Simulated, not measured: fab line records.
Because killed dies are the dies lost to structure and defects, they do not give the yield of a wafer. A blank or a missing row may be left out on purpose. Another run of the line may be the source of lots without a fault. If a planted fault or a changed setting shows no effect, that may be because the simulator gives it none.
fab line records + flow nandHarc
record:
- lots: 12
- wafers: 36
- lastDay: 26
route steps=1159 shown P_ZERO_WELL@26 P_STI@84 P_GATE@132 END@1159
lots with no fault: from the same line, run without faults
startH: hours from the record's opening day to when the first of the lot's shown wafers began + waitH: time in hours since the lot's previous step + " as in the row above + L1.1+2: several wafers, shown together as one row + - value missing, or start not given + * or withheld: withheld + < > ~ a bound
route shown NAME@n: NAME is a module with steps in the file, n the number in the route of the first one + usual: average and standard deviation across the fault-free wafers + same: alike in all rows + chamber/n: place in a boat + sites: per-site readings + _std_site: the standard deviation of these + _edge_site: inner sites' mean taken away from outer sites' mean + radiusMm: for every site, how far away it sits from the centre of the wafer + mask NAME#n: copy n + behind: tool/chamber where the wafer was last shaped + hold: the reason the lot was held/the length of the hold in hours/how it ended + device: the transistor (n, p or np) that didn't switch + end of line: tests run on the same wafers once the route is complete + a step given without rows: its recipe and nothing more + killed: at the first sort, the dies lost to defects and structure; wafer yield is something else + map: a wafer's dies, x killed, . not, _ none there
set.NAME: the setting as run; set.NAME@STEP: as run at that earlier step + model.NAME: the simulator's own value behind a step, which no gauge read
the route's steps for a sample of lots (tables are steps, rows are wafers)
services: when a tool's chamber went out of use (startH, in hours from the record's first day, below 0 if earlier), for how many hours, and the reason
== steps ==
step: NHARC_P_ZERO_WELL_EXPOSE_21
recipe:
- na: 0.6
- targetCdNm: 720
- doseMj: 22.31
- maskId: P_NWELL
usual:
- reticleTempC: 23.04/0.11
- stageVelMmS: 500.03/0.26
same:
- na: 0.6
| lot.wafer | tool          | chamber | startH | waitH | mask      | reticleTempC | stageVelMmS |
|-----------|---------------|---------|--------|-------|-----------|--------------|-------------|
| L812.3    | krfScanner-02 | 0       | 14.48  | -     | P_NWELL#0 | 23.00        | 499.96      |
| L812.4    | "             | 0       | "      | "     | P_NWELL#0 | 22.88        | 500.11      |
| L812.5    | "             | 0       | "      | "     | P_NWELL#0 | 22.91        | 499.84      |
| L814.1    | krfScanner-01 | 0       | 26.42  | -     | P_NWELL#0 | 22.90        | 500.08      |
| L814.3    | "             | 0       | "      | "     | P_NWELL#0 | 23.02        | 500.09      |
| L814.4    | "             | 0       | "      | "     | P_NWELL#0 | 23.05        | 500.29      |
| L815.1    | krfScanner-02 | 0       | 32.42  | -     | P_NWELL#0 | 22.99        | 499.58      |
| L815.2    | "             | 0       | "      | "     | P_NWELL#0 | 22.95        | 500.05      |
| L815.5    | "             | 0       | "      | "     | P_NWELL#0 | 22.87        | 499.85      |
| L818.2    | krfScanner-04 | 0       | 50.32  | -     | P_NWELL#0 | 23.02        | 499.96      |
| L818.3    | "             | 0       | "      | "     | P_NWELL#0 | 22.96        | 499.99      |
| L818.5    | "             | 0       | "      | "     | P_NWELL#0 | 22.99        | 499.91      |
| L819.4    | krfScanner-02 | 0       | 57.09  | -     | P_NWELL#0 | 22.97        | 499.81      |
| L819.5    | "             | 0       | "      | "     | P_NWELL#0 | 23.16        | 499.49      |
| L819.6    | "             | 0       | "      | "     | P_NWELL#0 | 23.00        | 500.09      |
| L820.3    | krfScanner-04 | 0       | 62.47  | -     | P_NWELL#0 | 22.97        | 500.07      |
| L820.5    | "             | 0       | "      | "     | P_NWELL#0 | 23.06        | 500.13      |
| L820.6    | "             | 0       | "      | "     | P_NWELL#0 | 22.95        | 499.65      |
| L821.2    | krfScanner-04 | 0       | 68.20  | -     | P_NWELL#0 | 23.14        | 499.87      |
| L821.3    | "             | 0       | "      | "     | P_NWELL#0 | 23.13        | 499.77      |
| L821.4    | "             | 0       | "      | "     | P_NWELL#0 | 23.08        | 499.73      |
| L822.2    | krfScanner-01 | 0       | 74.30  | -     | P_HVPW#0  | 22.94        | 500.10      |
| L822.4    | "             | 0       | "      | "     | P_HVPW#0  | 23.02        | 499.87      |
| L822.6    | "             | 0       | "      | "     | P_HVPW#0  | 22.67        | 500.30      |
| L825.2    | krfScanner-04 | 0       | 92.31  | -     | P_NWELL#0 | 22.99        | 500.41      |
| L825.4    | "             | 0       | "      | "     | P_NWELL#0 | 23.12        | 500.13      |
| L825.6    | "             | 0       | "      | "     | P_NWELL#0 | 22.99        | 500.52      |
| L832.1    | krfScanner-01 | 0       | 134.32 | -     | P_NWELL#0 | 23.09        | 500.26      |
| L832.2    | "             | 0       | "      | "     | P_NWELL#0 | 22.99        | 499.91      |
| L832.3    | "             | 0       | "      | "     | P_NWELL#0 | 23.11        | 499.82      |
| L834.2    | krfScanner-04 | 0       | 146.31 | -     | P_NWELL#0 | 23.09        | 500.35      |
| L834.3    | "             | 0       | "      | "     | P_NWELL#0 | 22.94        | 500.10      |
| L834.6    | "             | 0       | "      | "     | P_NWELL#0 | 23.02        | 500.53      |
| L835.2    | krfScanner-02 | 0       | 152.44 | -     | P_NWELL#0 | 23.12        | 499.85      |
| L835.4    | "             | 0       | "      | "     | P_NWELL#0 | 23.01        | 499.83      |
| L835.6    | "             | 0       | "      | "     | P_NWELL#0 | 23.15        | 499.93      |
step: NHARC_P_ZERO_WELL_CD_MEAS_24
recipe:
- targetCdNm: 720
- landingEnergyEv: 500
usual:
- cdNm: 720.9/2.2
| lot.wafer | tool     | chamber | startH | waitH | cdNm  |
|-----------|----------|---------|--------|-------|-------|
| L812.3    | cdSem-02 | 0       | 14.63  | -     | 722.8 |
| L812.4    | "        | 0       | "      | "     | 723.1 |
| L812.5    | "        | 0       | "      | "     | 723.1 |
| L814.1    | cdSem-03 | 0       | 26.58  | -     | 720.9 |
| L814.3    | "        | 0       | "      | "     | 720.9 |
| L814.4    | "        | 0       | "      | "     | 723.2 |
| L815.1    | cdSem-03 | 0       | 32.59  | -     | 716.6 |
| L815.2    | "        | 0       | "      | "     | 718.7 |
| L815.5    | "        | 0       | "      | "     | 719.1 |
| L818.2    | cdSem-03 | 0       | 50.48  | -     | 719.2 |
| L818.3    | "        | 0       | "      | "     | 715.7 |
| L818.5    | "        | 0       | "      | "     | 717.1 |
| L819.4    | cdSem-03 | 0       | 57.24  | -     | 719.8 |
| L819.5    | "        | 0       | "      | "     | 719.6 |
| L819.6    | "        | 0       | "      | "     | 720.3 |
| L820.3    | cdSem-01 | 0       | 62.62  | -     | 722.1 |
| L820.5    | "        | 0       | "      | "     | 720.7 |
| L820.6    | "        | 0       | "      | "     | 720.8 |
| L821.2    | cdSem-02 | 0       | 68.35  | -     | 723.5 |
| L821.3    | "        | 0       | "      | "     | 723.8 |
| L821.4    | "        | 0       | "      | "     | 722.4 |
| L822.2    | cdSem-01 | 0       | 74.46  | -     | -     |
| L822.4    | "        | 0       | "      | "     | -     |
| L822.6    | "        | 0       | "      | "     | -     |
| L825.2    | cdSem-01 | 0       | 92.47  | -     | 723.0 |
| L825.4    | "        | 0       | "      | "     | 719.9 |
| L825.6    | "        | 0       | "      | "     | 720.0 |
| L832.1    | cdSem-02 | 0       | 134.48 | -     | 719.9 |
| L832.2    | "        | 0       | "      | "     | 719.1 |
| L832.3    | "        | 0       | "      | "     | 719.1 |
| L834.2    | cdSem-02 | 0       | 146.46 | -     | 723.3 |
| L834.3    | "        | 0       | "      | "     | 724.3 |
| L834.6    | "        | 0       | "      | "     | 723.2 |
| L835.2    | cdSem-03 | 0       | 152.60 | -     | 721.9 |
| L835.4    | "        | 0       | "      | "     | 723.1 |
| L835.6    | "        | 0       | "      | "     | 724.1 |
step: NHARC_P_STI_OVL_MEAS_10
usual:
- overlayXNm: -1/5.4
- overlayYNm: 0/6.1
| lot.wafer | tool       | chamber | startH | waitH | overlayXNm | overlayYNm |
|-----------|------------|---------|--------|-------|------------|------------|
| L812.3    | overlay-01 | -       | 36.62  | -     | 6          | 12         |
| L812.4    | "          | -       | "      | "     | 6          | 12         |
| L812.5    | "          | -       | "      | "     | 6          | 12         |
| L815.1    | overlay-02 | -       | 49.60  | -     | -9         | 9          |
| L815.2    | "          | -       | "      | "     | -8         | 9          |
| L815.5    | "          | -       | "      | "     | -8         | 9          |
| L814.1    | overlay-01 | -       | 49.63  | -     | 0          | -4         |
| L814.3    | "          | -       | "      | "     | -1         | -5         |
| L814.4    | "          | -       | "      | "     | -1         | -4         |
| L818.2    | overlay-02 | -       | 71.35  | -     | -4         | 1          |
| L818.3    | "          | -       | "      | "     | -4         | 1          |
| L818.5    | "          | -       | "      | "     | -3         | 1          |
| L820.3    | overlay-01 | -       | 82.29  | -     | 10         | -7         |
| L820.5    | "          | -       | "      | "     | 10         | -8         |
| L820.6    | "          | -       | "      | "     | 9          | -9         |
| L819.4    | overlay-02 | -       | 82.46  | -     | -10        | -3         |
| L819.5    | "          | -       | "      | "     | -10        | -3         |
| L819.6    | "          | -       | "      | "     | -9         | -3         |
| L821.2    | overlay-01 | -       | 89.98  | -     | 0          | 5          |
| L821.3    | "          | -       | "      | "     | 0          | 5          |
| L821.4    | "          | -       | "      | "     | -1         | 5          |
| L825.2    | overlay-01 | -       | 114.55 | -     | 0          | -11        |
| L825.4    | "          | -       | "      | "     | 0          | -11        |
| L825.6    | "          | -       | "      | "     | 0          | -10        |
| L832.1    | overlay-02 | -       | 154.52 | -     | 1          | -5         |
| L832.2    | "          | -       | "      | "     | 1          | -5         |
| L832.3    | "          | -       | "      | "     | 1          | -5         |
| L834.2    | overlay-01 | -       | 170.59 | -     | 6          | -1         |
| L834.3    | "          | -       | "      | "     | 5          | 0          |
| L834.6    | "          | -       | "      | "     | 5          | -1         |
| L835.2    | overlay-02 | -       | 176.54 | -     | -8         | 12         |
| L835.4    | "          | -       | "      | "     | -8         | 12         |
| L835.6    | "          | -       | "      | "     | -8         | 12         |
step: NHARC_P_GATE_DEP_103
recipe:
- targetThkA: 300
- targetThkNm: 30
- tempC: 400
- flowSccm: 200
- rfW: 350
- material: SiON
usual:
- heaterPowerW: 728/62
| lot.wafer | tool     | chamber | startH | waitH | heaterPowerW |
|-----------|----------|---------|--------|-------|--------------|
| L812.3    | pecvd-02 | 0       | 89.55  | 0.3   | 756          |
| L812.5    | "        | 0       | "      | "     | 763          |
| L812.4    | "        | 2       | "      | "     | 648          |
| L814.1    | pecvd-02 | 1       | 99.42  | 0.5   | 811          |
| L814.3    | "        | 0       | "      | "     | 843          |
| L814.4    | "        | 0       | "      | "     | 807          |
| L815.1    | pecvd-01 | 0       | 99.43  | 0.6   | 728          |
| L815.2    | "        | 2       | "      | "     | 803          |
| L815.5    | "        | 1       | "      | "     | 699          |
| L818.2    | pecvd-03 | 0       | 124.14 | 0.5   | 734          |
| L818.3    | "        | 1       | "      | "     | 613          |
| L818.5    | "        | 1       | "      | "     | 637          |
| L820.3    | pecvd-01 | 0       | 134.54 | 0.4   | 766          |
| L820.6    | "        | 1       | "      | "     | 766          |
| L820.5    | "        | 0       | "      | "     | 770          |
| L819.6    | pecvd-03 | 1       | 134.58 | 0.1   | 731          |
| L819.4    | "        | 2       | "      | "     | 678          |
| L819.5    | "        | 0       | "      | "     | 710          |
| L821.3    | pecvd-01 | 1       | 141.31 | 0.3   | 741          |
| L821.2    | "        | 0       | "      | "     | 769          |
| L821.4    | "        | 2       | "      | "     | 827          |
| L825.2    | pecvd-03 | 0       | 163.41 | 0.5   | 650          |
| L825.4    | "        | 0       | "      | "     | 653          |
| L825.6    | "        | 1       | "      | "     | 616          |
| L832.2    | pecvd-01 | 1       | 205.31 | 0.8   | 791          |
| L832.1    | "        | 2       | "      | "     | 749          |
| L832.3    | "        | 0       | "      | "     | 754          |
| L835.2    | pecvd-02 | 2       | 223.79 | 0.6   | 638          |
| L835.4    | "        | 0       | "      | "     | 832          |
| L835.6    | "        | 2       | "      | "     | 634          |
| L834.2    | pecvd-01 | 1       | 223.98 | 0.5   | 764          |
| L834.3    | "        | 2       | "      | "     | 830          |
| L834.6    | "        | 0       | "      | "     | 679          |
step: NHARC_P_GATE_ETCH_32
recipe:
- targetDepthA: 1500
- overEtchFrac: 1
- overEtchIonEnergyEv: 40
- timeS: 100.1
- hbrFlowSccm: 150
- cl2FlowSccm: 50
- rfW: 400
- icpW: 400
- biasW: 100
- chemistry: HBr/Cl2
usual:
- biasW: 100.02/0.29
- drypumpMotorCurrentA: 5.5/0.44
- oesProductAu: 0.998/0.0096
- throttleValvePct: 26.405/0.0091
| lot.wafer | tool     | chamber | startH | waitH | biasW  | drypumpMotorCurrentA | oesProductAu | rfHoursCounterH | throttleValvePct |
|-----------|----------|---------|--------|-------|--------|----------------------|--------------|-----------------|------------------|
| L812.4    | rieSi-03 | 3       | 90.79  | -     | 100.03 | 5.3                  | 0.987        | 1.2             | 26.407           |
| L812.3    | "        | 0       | "      | "     | 100.06 | 6.3                  | 1.000        | 0.9             | 26.407           |
| L812.5    | "        | 2       | "      | "     | 100.24 | 5.4                  | 0.997        | -               | 26.409           |
| L814.3    | rieSi-05 | 0       | 100.85 | -     | 100.95 | 4.7                  | 1.011        | 0.3             | 26.423           |
| L814.1    | "        | 1       | "      | "     | 99.71  | 5.6                  | 1.006        | 0.2             | 26.415           |
| L814.4    | "        | 2       | "      | "     | 100.07 | 5.9                  | 0.996        | 0.2             | 26.408           |
| L815.1    | rieSi-03 | 0       | 101.23 | -     | 100.01 | 6.3                  | 1.011        | 1.0             | 26.402           |
| L815.2    | "        | 1       | "      | "     | 100.01 | 5.2                  | 0.995        | 1.1             | 26.411           |
| L815.5    | "        | 3       | "      | "     | 99.93  | 5.3                  | 1.005        | -               | 26.410           |
| L818.3    | rieSi-03 | 1       | 125.36 | -     | 99.83  | 5.2                  | 0.981        | 1.3             | 26.401           |
| L818.2    | "        | 2       | "      | "     | 99.60  | 5.4                  | 1.015        | 1.5             | 26.395           |
| L818.5    | "        | 0       | "      | "     | 100.34 | 6.3                  | 1.005        | -               | 26.400           |
| L820.3    | rieSi-03 | 0       | 135.86 | -     | 99.68  | 6.3                  | 0.997        | 1.4             | 26.414           |
| L820.6    | "        | 0       | "      | "     | 100.09 | 6.3                  | 1.008        | -               | 26.401           |
| L820.5    | "        | 1       | "      | "     | 100.05 | 5.2                  | 0.984        | -               | 26.426           |
| L819.4    | rieSi-02 | 0       | 136.18 | -     | 100.09 | 5.6                  | 0.990        | 0.7             | 26.399           |
| L819.5    | "        | 2       | "      | "     | 100.20 | 5.0                  | 1.000        | -               | 26.404           |
| L819.6    | "        | 3       | "      | "     | 100.05 | 4.9                  | 0.991        | -               | 26.400           |
| L821.4    | rieSi-02 | 0       | 142.71 | -     | 100.41 | 5.6                  | 0.979        | 0.7             | 26.416           |
| L821.2    | "        | 1       | "      | "     | 100.19 | 6.0                  | 1.006        | 0.8             | 26.395           |
| L821.3    | "        | 3       | "      | "     | 99.72  | 4.9                  | 0.974        | 0.8             | 26.403           |
| L825.2    | rieSi-02 | 1       | 165.38 | -     | 99.98  | 5.9                  | 1.006        | 1.0             | 26.399           |
| L825.4    | "        | 3       | "      | "     | 100.21 | 4.9                  | 0.992        | 1.0             | 26.389           |
| L825.6    | "        | 1       | "      | "     | 99.88  | 5.9                  | 1.010        | -               | 26.410           |
| L832.1    | rieSi-02 | 3       | 207.09 | -     | 100.68 | 4.9                  | 0.986        | 1.3             | 26.396           |
| L832.2    | "        | 0       | "      | "     | 99.99  | 5.7                  | 0.989        | 1.3             | 26.411           |
| L832.3    | "        | 1       | "      | "     | 100.45 | 5.9                  | 1.016        | 1.4             | 26.416           |
| L835.2    | rieSi-03 | 3       | 224.97 | -     | 99.97  | 5.3                  | 0.983        | 0.6             | 26.395           |
| L835.4    | "        | 0       | "      | "     | 100.03 | 6.3                  | 1.013        | 0.6             | 26.412           |
| L835.6    | "        | 1       | "      | "     | 100.09 | 5.2                  | 0.996        | -               | 26.401           |
| L834.2    | rieSi-05 | 3       | 225.33 | -     | 99.97  | 5.8                  | 1.003        | 1.5             | 26.394           |
| L834.3    | "        | 1       | "      | "     | 99.98  | 5.6                  | 0.996        | 1.4             | 26.411           |
| L834.6    | "        | 2       | "      | "     | 100.15 | 5.9                  | 1.003        | -               | 26.393           |
step: NHARC_END_SORT_01
recipe:
- tempC: 25
usual:
- killedAtArray: 27/11
- killedAtOther: 0.6/1
- killedAtPeriphery: 3.0/2.1
- killedDies: 31/12
- killedOpen: 3.2/1.7
- killedShort: 1.7/1.4
same:
- grossDies: 677
| lot.wafer | tool      | chamber | startH | waitH | killedAtArray | killedAtOther | killedAtPeriphery | killedDies | killedOpen | killedShort |
|-----------|-----------|---------|--------|-------|---------------|---------------|-------------------|------------|------------|-------------|
| L822.2    | prober-01 | 0       | 498.77 | 2.8   | 15            | 0             | 662               | 677        | 3          | 2           |
| L822.4    | prober-01 | 0       | 500.38 | 3.4   | 9             | 0             | 668               | 677        | 3          | 1           |
| L822.6    | prober-01 | 0       | 501.99 | 4.0   | 8             | 1             | 668               | 677        | 1          | 1           |
killed by level:class
L822.2 P_ZERO_WELL:areaExpose=661 A_STAIRCASE:chamberFilmFlake=5 A_CHANNEL_HOLE_D1:chamberFilmFlake=2 A_WL_FILL:chamberFilmFlake=2 P_CONTACT:geometricParticle:short=1 A_ONON_D1:geometricParticle:short=1 A_ONON_D1:geometricParticle:open=1 A_CONTACT:geometricParticle:open=1
L822.4 P_ZERO_WELL:areaExpose=666 A_CHANNEL_HOLE_D1:chamberFilmFlake=3 P_ZERO_WELL:chamberFilmFlake=2 A_SOURCE_PLATE:geometricParticle:open=1 A_WL_FILL:geometricParticle:short=1 A_CONTACT:geometricParticle:open=1 A_M1:geometricParticle:open=1 A_WL_FILL:chamberFilmFlake=1
L822.6 P_ZERO_WELL:areaExpose=667 A_CHANNEL_HOLE_D1:chamberFilmFlake=3 A_WL_FILL:chamberFilmFlake=2 A_WL_FILL:geometricParticle:short=1 A_CONTACT:geometricParticle:open=1 P_ZERO_WELL:chamberFilmFlake=1 A_STAIRCASE:chamberFilmFlake=1 THIN_TSV:chamberFilmFlake=1
== services ==
| tool          | chamber | startH | hours | kind   |
|---------------|---------|--------|-------|--------|
| pecvd-01      | 0       | -3.65  | 31.5  | repair |
| krfScanner-04 | -       | 21.54  | 0.9   | repair |
| pecvd-02      | 1       | 29.48  | 14.4  | repair |
| rieSi-02      | -       | 34.00  | 9.0   | pm     |
| krfScanner-01 | -       | 34.18  | 35.8  | repair |
| krfScanner-02 | -       | 38.00  | 4.0   | pm     |
| rieSi-05      | 1       | 47.23  | 6.2   | repair |
| pecvd-02      | -       | 55.57  | 2.8   | repair |
| pecvd-01      | -       | 56.10  | 13.0  | pm     |
| krfScanner-04 | -       | 59.09  | 0.8   | repair |
| krfScanner-02 | -       | 79.20  | 5.6   | repair |
| krfScanner-01 | -       | 86.40  | 0.7   | repair |
| krfScanner-04 | -       | 94.32  | 0.2   | repair |
| krfScanner-02 | -       | 106.36 | 2.0   | repair |
| pecvd-03      | -       | 111.08 | 13.0  | pm     |
| krfScanner-01 | -       | 124.06 | 0.3   | repair |
| krfScanner-04 | -       | 126.02 | 4.0   | pm     |
| rieSi-03      | -       | 148.13 | 0.7   | repair |
| rieSi-02      | -       | 150.54 | 0.1   | repair |
| pecvd-02      | -       | 153.00 | 13.0  | pm     |
| rieSi-03      | -       | 155.00 | 9.0   | pm     |
| krfScanner-01 | -       | 165.36 | 1.4   | repair |
| krfScanner-02 | -       | 210.00 | 4.0   | pm     |
| rieSi-02      | -       | 211.00 | 9.0   | pm     |
== key ==
firstSign:
- step: NHARC_P_ZERO_WELL_EXPOSE_21
- reading: mask
- direction: changed
effect:
- step: NHARC_P_ZERO_WELL_CD_MEAS_24
- reading: cdNm
- direction: missing
effect:
- step: NHARC_END_SORT_01
- reading: killedAtPeriphery
- direction: up
- sigmas: 99+
- usual: 3.0
- struck: 666
moreKillsBornAt:
- NHARC_P_ZERO_WELL_EXPOSE_21@krfScanner-01: 1994
metAt NHARC_P_ZERO_WELL_EXPOSE_21
struckLots L822
laterRowsLeftOut L822.2,L822.4,L822.6
testerLeftOut L822
notActingAt NHARC_P_STI_OVL_MEAS_10,NHARC_P_GATE_DEP_103,NHARC_P_GATE_ETCH_32
onsetBetween 26.42 74.30
fault:
- kind: wrongMask
- tool: any
- chamber: -
- onsetH: 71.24
- steps: NHARC_P_ZERO_WELL_EXPOSE_21
- auxCopy: P_HVPW#0
- scope: struckLotsOnly
testerLeftOut: of these lots the tester's yield and bins aren't shown, on N5 and GAA mostly nor the transistor test; their killed dies are dies lost to structure and defects alone, not to doping, threshold or leakage, so they don't give the yield
laterRowsLeftOut: the simulator's readings of these wafers behind a module that went badly wrong aren't trusted and aren't shown, but for the sort
